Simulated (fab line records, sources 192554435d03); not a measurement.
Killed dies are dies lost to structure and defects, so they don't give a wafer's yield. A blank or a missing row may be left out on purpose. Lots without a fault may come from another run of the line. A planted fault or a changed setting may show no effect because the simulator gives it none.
Chamber matching | flow n5_finfet | N5_BEOL_M4_ALD_98 on ald_sin-01: 4 sister chambers
The step deposits SiO2, target thk 2.5 nm, pulse time 1 s, co reactant pulse time 1 s. 4 wafers are shown with their chamber, then 8 later ones without.

WAFERS WITH THEIR CHAMBER
wafer  | chamber | heater_power_w (W)
L087.2 | 0       | 80
L087.3 | 2       | 81
L087.4 | 3       | 87
L088.2 | 1       | 72

WAFERS WITHOUT THEIR CHAMBER
wafer  | heater_power_w (W)
L088.5 | 80
L088.6 | 74
L089.2 | 88
L089.3 | 79
L089.6 | 80
L094.1 | 81
L094.2 | 88
L094.5 | 88

WHICH CHAMBER EACH WENT THROUGH
wafer  | from the rows above     | in truth
L088.5 | can't be placed: 0 or 2 | 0
L088.6 | 1                       | 1
L089.2 | 3                       | 3
L089.3 | can't be placed: 0 or 2 | 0
L089.6 | can't be placed: 0 or 2 | 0
L094.1 | can't be placed: 2 or 0 | 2
L094.2 | 3                       | 3
L094.5 | 3                       | 3
Placed correctly: 4 of 8. Can't be placed from these rows: 4 (the true chamber is among the candidates in 4). Placed wrongly: 0.
How it was worked out, from the rows above alone: a wafer's distance from a chamber is the root of the sum, over the readings, of the square of ((its reading less the chamber's mean) divided by the reading's scatter). The wafer belongs to the nearest chamber; if the next one is less than 2 further off, it can't be placed. A chamber's mean is the mean of its shown wafers. The scatter: with one shown wafer a chamber, the root of the mean of the squares of how far each hidden wafer lies from its nearest shown one.
